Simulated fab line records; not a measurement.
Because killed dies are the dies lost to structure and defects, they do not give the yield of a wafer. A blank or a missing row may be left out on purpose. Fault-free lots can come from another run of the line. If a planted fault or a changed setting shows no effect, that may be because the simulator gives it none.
fab line records | flow n5Finfet
record lots=5 wafers=14 lastDay=18
route steps=1938 shown BEOL_M2@845 BEOL_M4@1111
lots untouched by any fault: they come from a run of this same line in which no faults occurred
startH: hours from the record's first day to the start of the lot's first wafer shown | waitH: hours since the lot's step before | " identical to the entry in the row above | L1.1+2: several wafers, shown together as one row | - no value, or no start was given | * or withheld: withheld | < > ~ a bound
route shown NAME@n: a module of which the file shows steps, and the number in the route of the first | usual: mean and standard deviation over wafers with no fault | same: alike in all rows | chamber/n: place in a boat | sites: the reading at each site | _std_site: standard deviation across them | _edge_site: inner sites' mean taken away from outer sites' mean | radiusMm: for every site, how far away it sits from the centre of the wafer | mask NAME#n: copy n | behind: tool/chamber where the wafer was last shaped | hold: cause of the lot's hold/its duration in hours/its outcome | device: whichever transistor did not switch (one of n, p or np) | end of line: tests of these same wafers at the route's end | step lacking rows: just its recipe | killed: not the wafer's yield, but the dies lost to structure and defects at the first sort | map: shows each die of a wafer: x if killed, . if not, _ if none is there
set.NAME: the setting that was run; set.NAME@STEP: the one run at that earlier step | model.NAME: the simulator's own value behind a step, which no gauge read
a table for each step, a row for each wafer; lots at some steps of the route
services: when a tool's chamber went out of use (startH, in hours from the record's first day, below 0 if earlier), for how many hours, and the reason
## steps
# step N5_BEOL_M2_COAT_61
# recipe resist=SOC tempC=250 timeS=60 spinRpm=1500 resistThkNm=60
# step N5_BEOL_M2_COAT_62
# recipe resist=SiARC tempC=220 timeS=60 spinRpm=1500 resistThkNm=12
# step N5_BEOL_M2_COAT_73
# recipe resist=underlayer tempC=205 timeS=60 spinRpm=1500 resistThkNm=5
# step N5_BEOL_M2_COAT_05
# recipe resist=CAR-EUV spinRpm=1500 resistThkNm=30
# step N5_BEOL_M2_EBR_07
# recipe solvent=PGMEA ebrWidthMm=1.5
# step N5_BEOL_M2_SOFTBAKE_06
# recipe tempC=110 timeS=60 resist=CAR-EUV
# step N5_BEOL_M2_EXPOSE_08
# recipe maskId=M2 na=0.33 sourceShape=dipole sigmaInner=0.369 sigmaOuter=0.767 polarization=unpolarized doseMj=41.25
# step N5_BEOL_M2_PEB_09
# recipe pebTempC=100 pebTimeS=60 resist=CAR-EUV
# step N5_BEOL_M2_DEVELOP_10
# recipe developTimeS=30 developer=TMAH resist=CAR-EUV rinseLiquid=surfactantRinse dry=airSpin devTempC=23
# step N5_BEOL_M2_CD_MEAS_11
# recipe targetCdNm=16.79 landingEnergyEv=500 detector=seInlens polarity=opening
# usual cdNm=16.74/0.25
# columns lot.wafer tool chamber startH waitH cdNm
L697.3 cdSem-02 0 142.37 - 16.88
L697.4 " 0 " " 17.00
L697.5 " 0 " " 16.58
L698.1 cdSem-02 0 157.15 - 16.76
L698.2 " 0 " " 16.76
L698.6 " 0 " " 16.45
L701.3 cdSem-01 0 169.20 - 17.16
L701.4 " 0 " " 16.92
L701.5 " 0 " " 16.94
L707.2 cdSem-02 0 213.17 - 16.92
L707.4 " 0 " " 16.65
L717.1 cdSem-01 0 272.41 - 16.42
L717.2 " 0 " " 16.58
L717.4 " 0 " " 17.20
# step N5_BEOL_M2_OVL_MEAS_12
# recipe pointsPerWafer=522
# usual M2_OVL=-0.1/0.67
# columns lot.wafer tool chamber startH waitH M2_OVL[nm]
L697.3 overlay-01 0 142.41 0.0 0.0
L697.4 " 0 " " 0.3
L697.5 " 0 " " 0.6
L698.1 overlay-01 0 157.18 0.0 -0.5
L698.2 " 0 " " -0.4
L698.6 " 0 " " -0.9
L701.3 overlay-02 0 169.24 0.0 0.9
L701.4 " 0 " " -0.6
L701.5 " 0 " " 0.6
L707.2 overlay-01 0 213.21 0.0 -0.1
L707.4 " 0 " " -1.0
L717.1 overlay-02 0 272.44 0.0 -0.2
L717.2 " 0 " " 0.5
L717.4 " 0 " " 0.3
# step N5_BEOL_M2_INSPECT_13
# recipe mode=adi inspectInstrument=brightfield
# usual rawDefectCount=422/76
# columns lot.wafer tool chamber startH waitH rawDefectCount
L697.3 defectInspect-02 - 142.46 0.0 408
L697.4 " - " " 486
L697.5 " - " " 444
L698.1 defectInspect-01 - 157.24 0.1 417
L698.2 " - " " 422
L698.6 " - " " 343
L701.3 defectInspect-02 - 169.29 0.1 436
L701.4 " - " " 402
L701.5 " - " " 283
L707.2 defectInspect-01 - 213.26 0.0 366
L707.4 " - " " 444
L717.1 defectInspect-02 - 272.50 0.1 618
L717.2 " - " " 585
L717.4 " - " " 507
# step N5_BEOL_M2_DESCUM_16
# recipe chemistry=O2 timeS=7 sourcePowerW=50 biasPowerW=20 pressureMtorr=20 rfFrequencyHz=2.712e+07 tempC=40 resist=CAR-EUV o2FlowSccm=225
# usual drypumpMotorCurrentA=5.5/0.43 oesProductAu=0.79/0.074 rfVppV=243.3/1.5 showerheadPlenumPTorr=2.11/0.072 throttleValvePct=20.41/0.17
# columns lot.wafer tool chamber startH waitH drypumpMotorCurrentA oesProductAu rfHoursCounterH rfVppV showerheadPlenumPTorr throttleValvePct model.CAR-EUV_of_BEOL_M2_COAT_05.thkNm
L697.3 rieDiel-02 2 142.59 0.1 5.8 0.80 87 244.8 2.17 20.12 26.2
L697.4 " 3 " " 4.9 0.87 34 243.9 2.16 20.65 26
L697.5 " 2 " " 5.8 0.79 - 244.0 2.17 20.12 26
L698.1 rieDiel-02 0 157.27 0.0 6.1 0.80 114 241.6 1.99 20.28 26
L698.2 " 3 " " 4.9 0.86 39 242.7 2.16 20.66 26
L698.6 " 1 " " 5.2 0.76 - 243.6 2.09 20.32 26
L701.3 rieDiel-04 1 169.38 0.1 5.8 0.79 129 242.5 2.13 20.55 26
L701.4 " 2 " " 4.8 0.92 14 242.7 2.13 20.38 26
L701.5 " 0 " " 5.5 0.70 - 241.2 1.99 20.49 26
L707.2 rieDiel-02 2 213.30 0.0 5.8 0.77 111 245.3 2.16 20.15 26.2
L707.4 " 1 " " 5.2 0.74 136 243.0 2.09 20.33 26
L717.1 rieDiel-04 2 272.53 0.0 4.7 0.85 54 242.8 2.11 20.44 25.8
L717.2 " 3 " " 5.7 0.68 234 243.8 2.15 20.44 26
L717.4 " 0 " " 5.5 0.91 24 246.8 2.24 20.25 27.6
# step N5_BEOL_M2_ETCH_74
# recipe chemistry=N2/H2 target=underlayer targetDepthA=65 maskMaterial=CAR-EUV timeS=5.2 ionEnergyEv=200 pressureMtorr=30 sourceW=840 biasW=150 n2FlowSccm=200 h2FlowSccm=200 ends=cleared
# usual drypumpMotorCurrentA=5.5/0.43 etchRfOnTimeS=5.20/0.21 n2FlowSccm=200.1/0.59 oesProductAu=0.67/0.065 rfVppV=524.3/2.7 showerheadPlenumPTorr=2.57/0.097 throttleValvePct=17.92/0.17
# columns lot.wafer tool chamber startH waitH drypumpMotorCurrentA etchRfOnTimeS n2FlowSccm oesProductAu rfHoursCounterH rfVppV showerheadPlenumPTorr throttleValvePct model.BEOL_M2.cdOffsetNm
L697.3 rieDiel-02 2 142.63 0.0 5.8 5.74 199.2 0.64 87 527.8 2.70 17.94 0.4
L697.4 " 3 " " 4.9 5.17 199.6 0.74 34 525.6 2.63 18.02 0
L697.5 " 2 " " 5.8 5.73 200.5 0.64 - 525.3 2.70 17.95 0
L698.1 rieDiel-02 0 157.30 0.0 6.1 4.98 199.9 0.69 114 521.8 2.43 17.82 0
L698.2 " 3 " " 4.9 5.18 199.9 0.73 39 524.7 2.62 18.02 0
L698.6 " 1 " " 5.2 5.16 201.0 0.66 - 525.6 2.55 17.86 -0.4
L701.3 rieDiel-04 1 169.42 0.0 5.8 5.38 200.7 0.65 129 523.9 2.55 17.75 0.2
L701.4 " 2 " " 4.7 5.12 199.3 0.79 14 525.3 2.63 18.07 0
L701.5 " 0 " " 5.6 5.06 200.2 0.60 - 521.7 2.42 18.05 -0.2
L707.2 rieDiel-02 2 213.33 0.0 5.8 5.62 200.8 0.64 111 527.6 2.69 18.00 0
L707.4 " 1 " " 5.2 5.16 200.2 0.64 136 523.6 2.55 17.88 0
L717.1 rieDiel-04 2 272.57 0.0 4.8 5.19 199.7 0.71 54 524.3 2.61 18.15 -0.2
L717.2 " 3 " " 5.7 5.20 199.3 0.59 234 525.8 2.61 17.97 0
L717.4 " 0 " " 5.5 4.88 200.8 0.80 24 528.3 2.73 17.74 -0.6
# step N5_BEOL_M2_ETCH_63
# recipe chemistry=CF4 target=SiARC targetDepthA=156 maskMaterial=CAR-EUV timeS=26 ionEnergyEv=80 pressureMtorr=40 sourceW=545 biasW=36 Ar_flow_sccm=100 cf4FlowSccm=100 ends=cleared
# usual drypumpMotorCurrentA=5.5/0.43 etchRfOnTimeS=25.9/0.93 oesProductAu=0.67/0.066 rfVppV=184.2/1.3 showerheadPlenumPTorr=2.16/0.075 throttleValvePct=15.58/0.15
# columns lot.wafer tool chamber startH waitH drypumpMotorCurrentA etchRfOnTimeS oesProductAu rfHoursCounterH rfVppV showerheadPlenumPTorr throttleValvePct model.BEOL_M2.cdOffsetNm
L697.3 rieDiel-02 2 142.65 0.0 5.8 27.8 0.65 87 184.3 2.27 15.53 0.4
L697.4 " 3 " " 4.9 25.6 0.75 34 185.7 2.17 15.51 0.2
L697.5 " 2 " " 5.8 27.7 0.66 - 185.4 2.27 15.54 0.2
L698.1 rieDiel-02 0 157.32 0.0 6.1 25.7 0.69 114 180.9 2.06 15.60 -0.2
L698.2 " 3 " " 4.9 25.3 0.75 39 185.0 2.17 15.50 0.2
L698.6 " 1 " " 5.2 25.3 0.66 - 184.3 2.15 15.46 -0.2
L701.3 rieDiel-04 1 169.44 0.0 5.8 26.9 0.65 129 184.0 2.17 15.56 0.2
L701.4 " 2 " " 4.7 25.1 0.79 14 184.9 2.19 15.60 0
L701.5 " 0 " " 5.6 25.2 0.61 - 183.4 2.02 15.61 -0.4
L707.2 rieDiel-02 2 213.35 0.0 5.8 27.6 0.64 111 184.9 2.26 15.58 0
L707.4 " 1 " " 5.2 25.5 0.65 136 184.3 2.14 15.52 0
L717.1 rieDiel-04 2 272.59 0.0 4.7 25.3 0.74 54 183.8 2.18 15.70 -0.2
L717.2 " 3 " " 5.6 26.0 0.59 234 186.0 2.21 15.81 0.2
L717.4 " 0 " " 5.6 24.5 0.79 24 185.9 2.26 15.19 -0.8
# step N5_BEOL_M2_ETCH_64
# recipe chemistry=N2/H2 target=SOC targetDepthA=750 overetchA=225 maskMaterial=SiARC tempC=40 timeS=121.9 ionEnergyEv=200 pressureMtorr=30 sourceW=840 biasW=150 n2FlowSccm=200 h2FlowSccm=200
# usual drypumpMotorCurrentA=5.5/0.43 n2FlowSccm=200.0/0.65 oesProductAu=0.60/0.052 rfVppV=524.4/2.6 showerheadPlenumPTorr=2.57/0.097 throttleValvePct=17.88/0.16
# columns lot.wafer tool chamber startH waitH drypumpMotorCurrentA n2FlowSccm oesProductAu rfHoursCounterH rfVppV showerheadPlenumPTorr throttleValvePct
L697.3 rieDiel-02 2 142.67 0.0 5.8 200.3 0.61 87 528.1 2.70 17.94
L697.4 " 3 " " 4.9 200.3 0.66 34 526.0 2.63 17.96
L697.5 " 2 " " 5.8 199.1 0.61 - 527.1 2.70 17.94
L698.1 rieDiel-02 0 157.35 0.0 6.2 198.3 0.61 114 520.0 2.43 17.77
L698.2 " 3 " " 4.9 200.2 0.65 39 523.6 2.62 17.98
L698.6 " 1 " " 5.2 198.5 0.58 - 525.1 2.55 17.83
L701.3 rieDiel-04 1 169.46 0.0 5.8 200.4 0.60 129 524.6 2.55 17.70
L701.4 " 2 " " 4.8 199.4 0.70 14 524.5 2.63 18.06
L701.5 " 0 " " 5.6 199.5 0.53 - 518.9 2.42 17.99
L707.2 rieDiel-02 2 213.38 0.0 5.8 199.4 0.58 111 528.3 2.69 17.96
L707.4 " 1 " " 5.2 200.6 0.56 136 524.4 2.55 17.86
L717.1 rieDiel-04 2 272.61 0.0 4.8 200.7 0.64 54 525.4 2.61 18.12
L717.2 " 3 " " 5.7 199.9 0.53 234 525.3 2.61 17.95
L717.4 " 0 " " 5.5 200.9 0.69 24 527.9 2.73 17.69
# step N5_BEOL_M4_RC_MEAS_101
# usual DIBL_N=35.8/2.2 DIBL_P=35.3/2.7 IOFF_N=0.16/0.043 IOFF_P=0.21/0.043 ION_N=676/15 ION_P=463/9.1 SS_N=71.4/0.77 SS_P=73.0/0.79 VT_N=250/4 VT_P=-249.8/2.8
# columns lot.wafer tool chamber startH waitH DIBL_N[mV/V] DIBL_P[mV/V] IOFF_N[nA/um] IOFF_P[nA/um] ION_N[uA/um] ION_P[uA/um] SS_N[mV/dec] SS_P[mV/dec] VT_N[mV] VT_P[mV]
L697.3 prober-02 0 193.80 0.3 35.3 36.3 0.16 0.21 687 464 72.0 73.4 249 -248.4
L697.4 " 0 " " 34.3 35.7 0.14 0.21 685 476 70.9 72.9 251 -246.8
L697.5 " 0 " " 32.9 33.3 0.12 0.17 666 463 71.3 72.2 251 -248.3
L698.1 prober-01 0 197.28 0.0 35.6 35.3 0.14 0.20 677 473 71.6 73.0 251 -253.8
L698.2 " 0 " " 37.6 37.4 0.17 0.23 684 466 72.4 73.2 250 -249.5
L698.6 " 0 " " 32.2 31.2 0.10 0.15 657 456 70.6 72.1 252 -254.5
L701.3 prober-01 0 212.62 0.3 34.6 34.5 0.15 0.17 688 473 71.4 72.3 247 -251.9
L701.4 " 0 " " 36.0 35.7 0.16 0.18 641 442 72.2 73.2 254 -254.5
L701.5 " 0 " " 36.1 36.4 0.16 0.19 677 459 71.7 73.5 250 -250.0
L707.2 prober-01 0 247.74 0.2 37.8 38.9 0.19 0.25 668 459 72.5 73.8 245 -245.8
L707.4 " 0 " " 34.4 35.1 0.12 0.18 680 466 72.0 73.0 251 -252.1
L717.1 prober-01 0 314.37 0.0 35.4 33.4 0.14 0.20 679 467 71.3 72.6 249 -249.0
L717.2 " 0 " " 37.6 35.1 0.19 0.23 694 465 71.8 73.4 246 -247.3
L717.4 " 0 " " 36.2 32.8 0.15 0.18 678 464 70.8 73.1 251 -250.0
## services
# columns tool chamber startH hours kind
rieDiel-04 - 134.04 2.8 pm
rieDiel-02 2 180.71 1.5 repair
rieDiel-02 3 182.82 5.4 repair
rieDiel-04 0 204.10 - clean
rieDiel-04 0 204.10 - consumableReplace:focusRing
rieDiel-04 0 204.10 - consumableReplace:showerhead
rieDiel-04 0 204.10 12.5 scheduledDown
rieDiel-04 0 204.10 12.5 ventCycle
rieDiel-04 1 218.53 47.5 repair
rieDiel-02 2 251.79 2.0 repair
rieDiel-02 0 254.07 3.1 repair
## key
firstSign none at tools or gauges
modelEffect step=N5_BEOL_M2_DESCUM_16 value=CAR-EUV_of_BEOL_M2_COAT_05.thkNm without=26 struck=27.6
modelEffect step=N5_BEOL_M2_ETCH_74 value=BEOL_M2.cdOffsetNm without=-0.2 struck=-0.6
modelEffect step=N5_BEOL_M2_ETCH_63 value=BEOL_M2.cdOffsetNm without=-0.4 struck=-0.8
metAt N5_BEOL_M2_DESCUM_16
struckWafers L717.4
onsetBetween 169.38 272.53
fault kind=processParameterDrift tool=rieDiel-04 chamber=0 onsetH=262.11 steps=N5_BEOL_M2_DESCUM_16 channel=timeS offset=* shape=step endH=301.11 actsIn=* stated=*
